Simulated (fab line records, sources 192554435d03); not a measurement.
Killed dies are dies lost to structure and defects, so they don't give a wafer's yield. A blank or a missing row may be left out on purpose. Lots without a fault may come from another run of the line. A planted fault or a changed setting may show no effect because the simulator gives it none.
Split-lot experiment | flow n5_finfet | 7 lots, 21 wafers read, on a route of 1938 steps

THE SPLIT
At N5_SD_EPI_P_ETCH_36 (etches SiARC in CF4, target depth 45.5 nm, time 75.8 s), the setting bias_w was moved away from the recipe's 36 W on 8 of the 21 wafers read, by -15.7% to +15.5%. The other wafers ran this setting at the recipe's value.

The reading is taken at the split's own step.

THE READING
rf_vpp_V, in V, at N5_SD_EPI_P_ETCH_36 (etches SiARC in CF4, target depth 45.5 nm, time 75.8 s). Fault-free wafers of this fab line usually give 184.2 V, standard deviation 0.9 V.

wafer  | tool, chamber at the split | bias_w as run, W | against the recipe | rf_vpp_V, V | against lot-mates on the recipe
L075.1 | rie_diel-05, 0             | 36               | recipe             | 183.1       | -
L075.2 | rie_diel-05, 1             | 36               | recipe             | 184.6       | -
L075.3 | rie_diel-05, 3             | 36               | recipe             | 183.5       | -
L076.1 | rie_diel-01, 3             | 30.34            | -15.7%             | 165.1       | -19.1
L076.2 | rie_diel-01, 0             | 30.34            | -15.7%             | 164.1       | -20.1
L076.6 | rie_diel-01, 2             | 36               | recipe             | 184.2       | -
L077.4 | rie_diel-05, 1             | 36               | recipe             | 184.8       | -
L077.5 | rie_diel-05, 0             | 41.59            | +15.5%             | 202.4       | +17.7
L077.6 | rie_diel-05, 1             | 36               | recipe             | 184.7       | -
L080.1 | rie_diel-03, 1             | 32.07            | -10.9%             | 171.6       | -13.4
L080.5 | rie_diel-03, 2             | 32.07            | -10.9%             | 171.4       | -13.6
L080.6 | rie_diel-03, 3             | 36               | recipe             | 185.0       | -
L085.1 | rie_diel-05, 1             | 36               | recipe             | 183.6       | -
L085.2 | rie_diel-05, 3             | 39.2             | +8.9%              | 194.6       | +11.0
L085.5 | rie_diel-05, 3             | 39.2             | +8.9%              | 194.9       | +11.3
L095.1 | rie_diel-01, 2             | 36               | recipe             | 182.1       | -
L095.3 | rie_diel-01, 0             | 36               | recipe             | 185.1       | -
L095.6 | rie_diel-01, 2             | 36               | recipe             | 183.5       | -
L096.1 | rie_diel-05, 3             | 36               | recipe             | 184.2       | -
L096.4 | rie_diel-05, 1             | 30.72            | -14.7%             | 165.6       | -19.1
L096.6 | rie_diel-05, 1             | 36               | recipe             | 185.2       | -

THE FIT
A straight line over all 21 wafers: rf_vpp_V changes by +1.21 V for each +1% of bias_w; r = +1.00; the points scatter about the line by 0.82 V.
The same after taking each lot's own level away (the mean of its wafers on the recipe; 21 wafers): +1.23 V for each +1%; r = +1.00; scatter 0.72 V.
On that fit, the largest move of bias_w shifts the reading by 19 V.
The lots' own levels span 183.57 to 185.00 V, that is 1.6 times the standard deviation above.
So the lot-to-lot level changes the slope little: the two slopes agree.
Check: with one of the wafers moved furthest among these (-15.7%) left out of the fit, the line predicts -19.6 V for it against its lot-mates. It came out at -19.1 V against them.
Tool readings at the split's step, against how far the setting was moved: etch_rf_on_time_s r = -0.96; rf_vpp_V r = +1.00.

OTHER SPLITS ON THESE WAFERS
These wafers also went through other splits before the reading. Each is held against what the fit with the lots' levels taken away leaves over:
other split on the same wafers | wafers away from the commonest value | r with rf_vpp_V (lot level and that fit taken away)
N5_SD_EPI_P_PEB_07 peb_time_s  | 5                                    | -0.03

THE WHOLE CHAIN: every reading that the file lists as answering this split, in the file's order
step                | what it does                                           | reading           | change (the file's fit)              | r (the file's)
N5_SD_EPI_P_ETCH_36 | etches SiARC in CF4, target depth 45.5 nm, time 75.8 s | etch_rf_on_time_s | withheld for each +1% of the setting | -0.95
N5_SD_EPI_P_ETCH_36 | etches SiARC in CF4, target depth 45.5 nm, time 75.8 s | rf_vpp_V          | +1.23 V for each +1% of the setting  | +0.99

THE FILE'S OWN FIT
rf_vpp_V changes by +1.23 V for each +1% of bias_w, r = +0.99.
